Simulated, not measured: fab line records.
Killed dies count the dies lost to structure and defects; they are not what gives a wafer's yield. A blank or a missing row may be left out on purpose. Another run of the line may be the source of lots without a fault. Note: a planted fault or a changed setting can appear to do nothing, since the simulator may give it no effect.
fab line records	flow nand-harc
[record] lots = 7	wafers = 21	last-day = 24
route steps=1159 shown A_STAIRCASE@613 END@1159
lots that met no fault: taken from a fault-free run of the same line
start-h: hours from the record's opening day to when the first of the lot's shown wafers began	wait-h: how many hours have passed since the lot's step before this one	" same as the row above	L1.1+2: a row that stands for several wafers	- no value, or no start was given	* or withheld: withheld	< > ~ a bound
route shown NAME@n: names a module that has steps shown in the file, with the first one's number in the route	usual: mean/standard deviation of fault-free wafers	same: alike in all rows	chamber/n: place in a boat	sites: readings site by site	_std_site: how widely they spread, as a standard deviation	_edge_site: the outer-site mean with the inner-site mean subtracted	radius-mm: for every site, how far away it sits from the centre of the wafer	mask NAME#n: copy n	behind: the most recent tool/chamber to have shaped the wafer	hold: what put the lot on hold/how long, in hours/how the hold closed	device: whichever transistor did not switch (one of n, p or np)	end of line: at the end of the route, the tests of the same wafers	step lacking rows: just its recipe	killed: at the first sort, the dies lost to defects and structure; wafer yield is something else	map: the dies of a wafer, with x for killed, . for not killed, _ for no die there
set.NAME: the setting that was run; set.NAME@STEP: the one run at that earlier step	model.NAME: the simulator's own value behind a step, which no gauge read
a table for each step, a row for each wafer; lots at some steps of the route
services: a tool's chamber out of use, with start hour (start-h, from the record's first day; less than 0 if before it), hours out, and reason
[[steps]]
[step NHARC_A_STAIRCASE_DESCUM_219]
[recipe] time-s = 3	o2-flow-sccm = 200	ar-flow-sccm = 0	bias-power-w = 0	chemistry = O2
[step NHARC_A_STAIRCASE_TRIM_220]
[recipe] time-s = 211.2	o2-flow-sccm = 500	ar-flow-sccm = 0	bias-w = 0	chemistry = O2
[step NHARC_A_STAIRCASE_ETCH_221]
[recipe] target-depth-a = 1000	time-s = 40.5	ion-energy-ev = 400	c4f8-flow-sccm = 20	o2-flow-sccm = 10	ar-flow-sccm = withheld	rf-w = 600	bias-w = 1000	chemistry = C4F8/O2
[step NHARC_A_STAIRCASE_TRIM_222]
[recipe] time-s = 211.2	o2-flow-sccm = 500	ar-flow-sccm = 0	bias-w = 0	chemistry = O2
[step NHARC_A_STAIRCASE_ETCH_223]
[recipe] target-depth-a = 1000	time-s = 40.5	ion-energy-ev = 400	c4f8-flow-sccm = 20	o2-flow-sccm = 10	ar-flow-sccm = withheld	rf-w = 600	bias-w = 1000	chemistry = C4F8/O2
[step NHARC_A_STAIRCASE_TRIM_224]
[recipe] time-s = 211.2	o2-flow-sccm = 500	ar-flow-sccm = 0	bias-w = 0	chemistry = O2
[step NHARC_A_STAIRCASE_ETCH_225]
[recipe] target-depth-a = 1000	time-s = 40.5	ion-energy-ev = 400	c4f8-flow-sccm = 20	o2-flow-sccm = 10	ar-flow-sccm = withheld	rf-w = 600	bias-w = 1000	chemistry = C4F8/O2
[step NHARC_A_STAIRCASE_TRIM_226]
[recipe] time-s = 211.2	o2-flow-sccm = 500	ar-flow-sccm = 0	bias-w = 0	chemistry = O2
[usual] drypump-motor-current-A = 5.6/0.41	oes-product-au = 1.001/0.0072	rf-vpp-V = 57.8/0.8	showerhead-plenum-p-Torr = 3.54/0.17	throttle-valve-pct = 17.037/0.009
lot.wafer	tool	chamber	start-h	wait-h	drypump-motor-current-A	oes-product-au	rf-hours-counter-h	rf-vpp-V	showerhead-plenum-p-Torr	throttle-valve-pct
L601.1	rie-diel-10	3	-	-	5.3	1.007	17	58.6	3.67	17.029
L601.4	"	1	"	"	5.4	1.009	16	58.3	3.80	17.046
L601.2	"	2	"	"	6.1	1.005	16	58.1	3.72	17.031
L604.1	rie-diel-05	0	-	-	6.1	0.991	30	57.0	3.28	17.035
L604.4	"	1	"	"	6.0	1.002	28	57.5	3.51	17.035
L604.6	"	0	"	"	6.1	1.003	-	57.3	3.28	17.039
L608.2	rie-diel-10	3	-	-	5.3	1.005	41	57.5	3.65	17.040
L608.3	"	2	"	"	6.2	1.002	38	58.4	3.70	17.047
L608.5	"	0	"	"	5.2	1.002	-	58.3	3.35	17.020
L610.3	rie-diel-05	2	-	-	5.3	1.001	43	57.5	3.55	17.038
L610.6	"	0	"	"	6.1	0.997	-	58.4	3.27	17.046
L610.4	"	2	"	"	5.3	1.001	-	58.5	3.55	17.047
L611.3	rie-diel-10	3	-	-	5.3	1.002	44	57.4	3.65	17.052
L611.6	"	1	"	"	5.4	0.991	-	56.9	3.78	17.013
L611.5	"	2	"	"	6.1	1.005	-	56.9	3.70	17.041
L622.3	rie-diel-10	2	-	-	6.1	1.006	1	58.1	3.69	17.060
L622.4	"	3	"	"	5.3	1.000	0	58.7	3.64	17.031
L622.1	"	0	"	"	5.2	1.011	0	56.2	3.33	17.038
L623.4	rie-diel-05	0	-	-	6.1	1.009	12	59.2	3.80	17.037
L623.3	"	1	"	"	6.0	1.000	11	59.4	3.49	17.028
L623.2	"	3	"	"	5.0	1.017	13	58.6	3.44	17.041
[step NHARC_A_STAIRCASE_ETCH_227]
[recipe] target-depth-a = 1000	time-s = 40.5	ion-energy-ev = 400	c4f8-flow-sccm = 20	o2-flow-sccm = 10	ar-flow-sccm = withheld	rf-w = 600	bias-w = 1000	chemistry = C4F8/O2
[step NHARC_A_STAIRCASE_TRIM_229]
[recipe] time-s = 211.2	o2-flow-sccm = 500	ar-flow-sccm = 0	bias-w = 0	chemistry = O2
[step NHARC_A_STAIRCASE_ETCH_230]
[recipe] target-depth-a = 1000	time-s = 40.5	ion-energy-ev = 400	c4f8-flow-sccm = 20	o2-flow-sccm = 10	ar-flow-sccm = withheld	rf-w = 600	bias-w = 1000	chemistry = C4F8/O2
[step NHARC_A_STAIRCASE_TRIM_231]
[recipe] time-s = 211.2	o2-flow-sccm = 500	ar-flow-sccm = 0	bias-w = 0	chemistry = O2
[usual] drypump-motor-current-A = 5.6/0.39	oes-product-au = 1.003/0.0073	rf-vpp-V = 57.8/0.88	showerhead-plenum-p-Torr = 3.54/0.17	throttle-valve-pct = 17.037/0.0095
lot.wafer	tool	chamber	start-h	wait-h	drypump-motor-current-A	oes-product-au	rf-hours-counter-h	rf-vpp-V	showerhead-plenum-p-Torr	throttle-valve-pct
L601.4	rie-diel-10	3	231.35	-	5.3	1.000	18	57.1	3.67	17.056
L601.2	"	0	"	"	5.3	0.994	18	58.0	3.36	17.040
L601.1	"	1	"	"	5.4	0.990	16	58.8	3.80	17.031
L604.4	rie-diel-10	3	253.76	-	5.3	1.005	26	56.3	3.66	17.019
L604.1	"	1	"	"	5.5	1.004	24	57.5	3.79	17.027
L604.6	"	2	"	"	6.1	1.004	-	59.2	3.71	17.045
L608.2	rie-diel-10	1	298.15	-	5.5	0.993	37	58.8	3.79	17.050
L608.3	"	3	"	"	5.3	0.994	41	57.7	3.65	17.036
L608.5	"	1	"	"	5.4	0.986	-	59.5	3.79	17.043
L610.4	rie-diel-10	2	298.22	-	6.1	1.019	38	57.5	3.70	17.029
L610.3	"	1	"	"	5.5	1.013	37	58.5	3.79	17.025
L610.6	"	3	"	"	5.3	1.014	-	58.0	3.65	17.046
L611.3	rie-diel-10	0	310.06	-	5.2	0.991	43	57.9	3.34	17.024
L611.6	"	2	"	"	6.1	1.006	-	57.9	3.70	17.046
L611.5	"	3	"	"	5.3	1.001	-	57.5	3.65	17.043
L622.1	rie-diel-05	1	365.40	-	6.0	0.998	7	58.0	3.49	17.052
L622.4	"	2	"	"	5.3	1.011	8	57.0	3.54	17.020
L622.3	"	3	"	"	5.0	1.007	9	59.1	3.44	17.044
L623.4	rie-diel-05	2	378.55	-	5.4	0.994	13	56.3	3.54	17.048
L623.2	"	3	"	"	5.0	1.008	14	56.9	3.44	17.033
L623.3	"	0	"	"	6.1	1.002	12	59.2	3.80	17.038
[step NHARC_A_STAIRCASE_ETCH_232]
[recipe] target-depth-a = 1000	time-s = 40.5	ion-energy-ev = 400	c4f8-flow-sccm = 20	o2-flow-sccm = 10	ar-flow-sccm = withheld	rf-w = 600	bias-w = 1000	chemistry = C4F8/O2
[usual] oes-product-au = 0.944/0.013	rf-vpp-V = 896/6.2
lot.wafer	tool	chamber	start-h	wait-h	oes-product-au	rf-hours-counter-h	rf-vpp-V
L601.1	rie-diel-10	0	-	-	0.943	18	890
L601.2	"	1	"	"	0.954	16	904
L601.4	"	2	"	"	0.957	16	903
L604.1	rie-diel-10	2	-	-	0.944	23	902
L604.4	"	1	"	"	0.944	24	906
L604.6	"	3	"	"	0.927	-	901
L608.2	rie-diel-10	1	-	-	0.934	37	905
L608.3	"	3	"	"	0.929	41	901
L608.5	"	2	"	"	0.945	-	902
L610.3	rie-diel-10	3	-	-	0.942	41	899
L610.4	"	0	"	"	0.950	40	889
L610.6	"	2	"	"	0.936	-	902
L611.3	rie-diel-10	2	-	-	0.943	42	901
L611.5	"	1	"	"	0.937	-	906
L611.6	"	2	"	"	0.939	-	902
L622.4	rie-diel-05	2	-	-	0.971	9	896
L622.3	"	0	"	"	0.958	8	906
L622.1	"	1	"	"	0.959	8	893
L623.2	rie-diel-05	3	-	-	0.950	14	891
L623.3	"	1	"	"	0.960	11	895
L623.4	"	2	"	"	0.944	13	895
[step NHARC_A_STAIRCASE_TRIM_233]
[recipe] time-s = 211.2	o2-flow-sccm = 500	ar-flow-sccm = 0	bias-w = 0	chemistry = O2
[usual] drypump-motor-current-A = 5.6/0.39	oes-product-au = 1.003/0.0074	rf-vpp-V = 57.8/0.97	showerhead-plenum-p-Torr = 3.56/0.17	throttle-valve-pct = 17.037/0.0099
lot.wafer	tool	chamber	start-h	wait-h	drypump-motor-current-A	oes-product-au	rf-hours-counter-h	rf-vpp-V	showerhead-plenum-p-Torr	throttle-valve-pct
L601.2	rie-diel-10	1	-	-	5.4	0.998	16	59.3	3.80	17.043
L601.4	"	2	"	"	6.1	1.011	16	58.6	3.72	17.048
L601.1	"	0	"	"	5.2	1.010	18	58.3	3.36	17.053
L604.1	rie-diel-10	2	-	-	6.1	1.004	24	59.4	3.71	17.021
L604.4	"	3	"	"	5.3	0.998	26	58.4	3.66	17.036
L604.6	"	2	"	"	6.1	1.003	-	57.4	3.71	17.045
L608.3	rie-diel-10	3	-	-	5.3	1.000	41	57.5	3.65	17.043
L608.2	"	0	"	"	5.2	1.005	40	56.6	3.35	17.028
L608.5	"	3	"	"	5.3	1.007	-	58.0	3.65	17.051
L610.3	rie-diel-10	1	-	-	5.5	1.003	38	57.8	3.79	17.035
L610.4	"	2	"	"	6.1	1.011	38	57.4	3.70	17.052
L610.6	"	0	"	"	5.3	1.015	-	57.0	3.35	17.041
L611.3	rie-diel-10	2	-	-	6.1	1.004	44	59.0	3.70	17.041
L611.6	"	1	"	"	5.4	0.999	-	59.4	3.78	17.048
L611.5	"	2	"	"	6.1	1.011	-	58.6	3.70	17.034
L622.3	rie-diel-05	0	-	-	6.1	0.987	8	59.6	3.80	17.029
L622.1	"	1	"	"	6.0	1.000	8	57.6	3.49	17.050
L622.4	"	3	"	"	5.0	0.999	9	57.4	3.44	17.033
L623.3	rie-diel-05	0	-	-	6.1	1.006	12	57.4	3.80	17.044
L623.4	"	2	"	"	5.3	1.009	13	57.4	3.54	17.035
L623.2	"	3	"	"	5.0	1.001	14	56.8	3.44	17.022
[step NHARC_A_STAIRCASE_ETCH_234]
[recipe] target-depth-a = 1000	time-s = 40.5	ion-energy-ev = 400	c4f8-flow-sccm = 20	o2-flow-sccm = 10	ar-flow-sccm = withheld	rf-w = 600	bias-w = 1000	chemistry = C4F8/O2
[step NHARC_A_STAIRCASE_TRIM_235]
[recipe] time-s = 211.2	o2-flow-sccm = 500	ar-flow-sccm = 0	bias-w = 0	chemistry = O2
[step NHARC_A_STAIRCASE_ETCH_236]
[recipe] target-depth-a = 1000	time-s = 40.5	ion-energy-ev = 400	c4f8-flow-sccm = 20	o2-flow-sccm = 10	ar-flow-sccm = withheld	rf-w = 600	bias-w = 1000	chemistry = C4F8/O2
[step NHARC_A_STAIRCASE_STRIP_238]
[recipe] power-w = 1500	temp-c = 250	chemistry = O2
[step NHARC_A_STAIRCASE_STRIP_239]
[recipe] time-s = 900	temp-c = 130	chemistry = SPM
[step NHARC_A_STAIRCASE_PRECLEAN_240]
[recipe] time-s = *	temp-c = 50	bath-age-min = 0	chemistry = SC1
[step NHARC_A_STAIRCASE_SRD_241]
[step NHARC_A_STAIRCASE_DEHYDRATE_242]
[recipe] temp-c = 150	time-s = 120
[step NHARC_A_STAIRCASE_HMDS_243]
[recipe] time-s = 30
[step NHARC_A_STAIRCASE_COAT_244]
[recipe] spin-rpm = 1200
[step NHARC_A_STAIRCASE_SOFTBAKE_245]
[recipe] temp-c = 135	time-s = 170
[step NHARC_A_STAIRCASE_EBR_246]
[step NHARC_A_STAIRCASE_EXPOSE_247]
[recipe] na = 0.5	dose-mj = 25.34	mask-id = SDS_1
[step NHARC_A_STAIRCASE_PEB_248]
[recipe] peb-temp-c = 115	peb-time-s = 130
[step NHARC_A_STAIRCASE_DEVELOP_249]
[recipe] time-s = 140
[step NHARC_A_STAIRCASE_HARDBAKE_251]
[recipe] temp-c = 120	time-s = 140
[step NHARC_A_STAIRCASE_DESCUM_252]
[recipe] time-s = 3	o2-flow-sccm = 200	ar-flow-sccm = 0	bias-power-w = 0	chemistry = O2
[usual] drypump-motor-current-A = 5.6/0.41	oes-product-au = 1.001/0.0066	rf-vpp-V = 57.7/0.96	showerhead-plenum-p-Torr = 1.90/0.092	throttle-valve-pct = 11.312/0.0094
lot.wafer	tool	chamber	start-h	wait-h	drypump-motor-current-A	oes-product-au	rf-hours-counter-h	rf-vpp-V	showerhead-plenum-p-Torr	throttle-valve-pct
L601.1	rie-diel-05	0	233.58	-	6.0	0.993	23	56.7	1.77	11.313
L601.2	"	2	"	"	5.3	1.005	21	58.8	1.93	11.319
L601.4	"	3	"	"	5.0	1.009	19	58.6	1.88	11.308
L604.1	rie-diel-05	0	256.31	-	6.1	0.996	31	55.8	1.77	11.313
L604.4	"	1	"	"	6.0	1.005	29	57.0	1.90	11.320
L604.6	"	0	"	"	6.1	0.997	-	56.4	1.77	11.318
L608.3	rie-diel-05	1	300.56	-	6.0	1.000	45	57.3	1.90	11.311
L608.2	"	0	"	"	6.1	0.996	48	58.8	1.76	11.292
L608.5	"	0	"	"	6.1	0.992	-	55.7	1.76	11.313
L610.3	rie-diel-01	3	300.72	-	5.0	1.005	63	56.6	1.78	11.326
L610.4	"	1	"	"	6.0	1.004	63	57.1	1.99	11.319
L610.6	"	2	"	"	5.4	1.006	-	57.0	1.81	11.290
L611.3	rie-diel-01	1	313.87	-	6.0	1.001	66	58.3	1.99	11.317
L611.5	"	2	"	"	5.4	1.003	-	57.7	1.81	11.305
L611.6	"	3	"	"	5.1	1.005	-	57.1	1.78	11.305
L622.1	rie-diel-05	2	368.09	-	5.3	1.002	11	58.5	1.92	11.301
L622.4	"	0	"	"	6.1	1.002	9	59.7	2.07	11.307
L622.3	"	1	"	"	6.1	0.996	9	58.2	1.89	11.318
L623.2	rie-diel-05	1	380.99	-	6.0	1.003	12	56.7	1.89	11.294
L623.4	"	3	"	"	5.0	0.999	14	58.0	1.86	11.310
L623.3	"	0	"	"	6.1	1.006	12	57.6	2.07	11.303
[step NHARC_A_STAIRCASE_ETCH_253]
[recipe] target-depth-a = 500	time-s = 20.2	ion-energy-ev = 400	c4f8-flow-sccm = 20	o2-flow-sccm = 10	ar-flow-sccm = withheld	rf-w = 600	bias-w = 1000	chemistry = C4F8/O2
[step NHARC_A_STAIRCASE_STRIP_254]
[recipe] power-w = 1500	temp-c = 250	chemistry = O2
[step NHARC_A_STAIRCASE_STRIP_255]
[recipe] time-s = 900	temp-c = 130	chemistry = SPM
[step NHARC_A_STAIRCASE_PRECLEAN_256]
[recipe] time-s = *	temp-c = 50	bath-age-min = 0	chemistry = SC1
[step NHARC_A_STAIRCASE_SRD_257]
[step NHARC_A_STAIRCASE_HM_DEP_456]
[recipe] target-thk-a = 15000	temp-c = 400	material = aC
[step NHARC_A_STAIRCASE_DEP_259]
[recipe] target-thk-a = 300	target-thk-nm = 30	temp-c = 400	pressure-torr = 3.5	flow-sccm = 200	rf-w = 350	material = SiON
[usual] heater-power-w = 772/80	susceptor-temp-C = 400.03/0.22
lot.wafer	tool	chamber	start-h	wait-h	heater-power-w	susceptor-temp-C
L601.2	pecvd-03	1	240.84	1.3	785	400.12
L601.1	"	2	"	"	697	400.09
L601.4	"	2	"	"	715	400.04
L604.1	pecvd-01	0	259.24	1.6	826	400.31
L604.6	"	1	"	"	763	399.94
L604.4	"	0	"	"	845	400.46
L608.2	pecvd-01	0	308.61	1.3	941	399.89
L608.3	"	1	"	"	783	399.76
L608.5	"	0	"	"	955	399.77
L610.3	pecvd-04	2	308.82	1.0	859	400.01
L610.6	"	0	"	"	708	400.02
L610.4	"	1	"	"	820	399.53
L611.3	pecvd-01	2	317.28	1.0	727	399.79
L611.5	"	0	"	"	934	400.36
L611.6	"	1	"	"	746	400.27
L622.3	pecvd-01	2	374.67	0.9	698	399.97
L622.1	"	0	"	"	839	400.16
L622.4	"	0	"	"	836	399.99
L623.3	pecvd-01	0	384.47	1.2	927	399.89
L623.2	"	2	"	"	759	399.82
L623.4	"	0	"	"	936	400.06
[step NHARC_A_STAIRCASE_DEHYDRATE_281]
[recipe] temp-c = 150	time-s = 120
[step NHARC_END_SORT_01]
[recipe] temp-c = 25
[usual] killed-at-array = 28/8.9	killed-at-other = 0.8/1.2	killed-at-periphery = 3.3/2.3	killed-dies = 32/9.4	killed-open = 3.2/1.8	killed-short = 1.9/1.4
[same] gross-dies = 677
lot.wafer	tool	chamber	start-h	wait-h	killed-at-array	killed-at-other	killed-at-periphery	killed-dies	killed-open	killed-short
L608.3	prober-02	0	496.37	3.1	118	0	4	122	3	1
L610.6	prober-01	0	498.86	4.1	110	0	3	113	4	2
L611.5	prober-01	0	505.97	3.8	134	0	0	134	1	2
// killed by level:class
L608.3 A_STAIRCASE:unspecified=89 A_CHANNEL_HOLE_D1:chamber-film-flake=19 A_STAIRCASE:chamber-film-flake=5 P_M0:chamber-film-flake=2 P_M0:geometric-particle:short=1 A_WL_FILL:geometric-particle:open=1 A_CONTACT:geometric-particle:open=1 A_BLC:geometric-particle:open=1
L610.6 A_STAIRCASE:unspecified=95 A_CHANNEL_HOLE_D1:chamber-film-flake=3 A_STAIRCASE:chamber-film-flake=3 A_CONTACT:chamber-film-flake=3 P_STI:geometric-particle:open=1 P_GATE:geometric-particle:short=1 A_CHANNEL_HOLE_D1:geometric-particle:open=1 A_WL_FILL:geometric-particle:open=1
L611.5 A_STAIRCASE:unspecified=92 A_CHANNEL_HOLE_D1:chamber-film-flake=18 A_SLIT:chamber-film-flake=12 A_STAIRCASE:chamber-film-flake=5 A_CONTACT:chamber-film-flake=4 A_ONON_D1:geometric-particle:short=1 A_WL_FILL:geometric-particle:open=1 A_CONTACT:geometric-particle:short=1
// map L608.3 (x killed, . not)
____________.____________
_________......._________
_______..........._______
______.............______
_____..............._____
____.......x.........____
____.................____
___...................___
___..............x....___
__...........x.........__
__.....................__
_......................._
_....x..............x.x._
_.................x....x_
_.................xxxxx._
_...........x....xxxxxxx_
...............x..xxxxxxx
.................xxxxxxxx
................xxxxxxxxx
.................xxxxxxxx
................xxxxxxxxx
_x....x..........xxxxxxx_
_.................xxxxxx_
_...............xxxxxxxx_
_....x.x.......x.xxxxxx._
_.....x.........xx.x.x.._
__..................xx.__
__...x.................__
___....x.......xx.....___
___.............x.x...___
____...........xxx.xx____
____.............xxxx____
_____x.............x_____
______...........x.______
_______........x.x_______
_________......._________
____________.____________
// map L610.6 (x killed, . not)
____________.____________
_________......._________
_______......x..x._______
______.........x...______
_____..............._____
____.................____
____.........x.......____
___.x.................___
___.............x.....___
__.....................__
__.....................__
_......................._
_..................x.x.._
_................x.xx..x_
_...........x....xxxxxxx_
_..........x.....xxxxxxx_
.x...........x...xxxxxxxx
...............x.xxxxxxxx
.................xxxxxxxx
.......x.......x.xxxxxxxx
.................xxxxxxxx
_......x........xxxxxxxx_
_.........x......xxxxxxx_
_..............xxxxxxxxx_
_..................xxxx._
_..................xxxx._
__...............xx..x.__
__.....................__
___...................___
___.........x.........___
____.................____
____............x....____
_____..............._____
______.....x.......______
_______..........._______
_________......._________
____________.____________
[[services]]
tool	chamber	start-h	hours	kind
rie-diel-10	0	210.09	-	clean
rie-diel-10	1	210.09	-	clean
rie-diel-10	2	210.09	-	clean
rie-diel-10	3	210.09	-	clean
rie-diel-05	3	211.75	6.3	repair
pecvd-01	-	216.68	0.8	repair
rie-diel-10	0	234.63	-	clean
rie-diel-10	1	234.63	-	clean
rie-diel-10	2	234.63	-	clean
rie-diel-10	3	234.63	-	clean
pecvd-01	-	237.00	13.0	pm
rie-diel-05	3	238.27	3.0	repair
pecvd-03	-	247.01	0.8	repair
rie-diel-10	0	259.13	-	clean
rie-diel-10	1	259.13	-	clean
rie-diel-10	2	259.13	-	clean
rie-diel-10	3	259.13	-	clean
pecvd-03	-	300.46	13.0	pm
rie-diel-01	-	315.10	9.0	pm
rie-diel-05	-	340.75	9.0	pm
rie-diel-10	-	353.50	9.0	pm
pecvd-03	-	362.39	0.9	repair
rie-diel-01	2	370.60	14.2	repair
pecvd-04	-	376.82	13.0	pm
[[key]]
[first-sign] step = NHARC_END_SORT_01	reading = killed-at-array	direction = up	sigmas = 10	usual = 28	struck = 121
[effect] step = NHARC_END_SORT_01	reading = killed-dies	direction = up	sigmas = 9.7	usual = 32	struck = 123
[more-kills-born-at] NHARC_A_STAIRCASE_TRIM_231@rie-diel-10 = 275
met-at NHARC_A_STAIRCASE_TRIM_231
struck-wafers L608.3,L610.6,L611.5
tester-left-out L608,L610,L611
onset-between 253.76 298.15
[fault] kind = chamber-particle-source	tool = rie-diel-10	chamber = 3	onset-h = 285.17	steps = NHARC_A_STAIRCASE_TRIM_231	rate-per-visit-cm2 = 1.4865	end-h = 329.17
// tester-left-out: of these lots the tester's yield and bins aren't shown, on N5 and GAA mostly nor the transistor test; their killed dies are dies lost to structure and defects alone, not to doping, threshold or leakage, so they don't give the yield
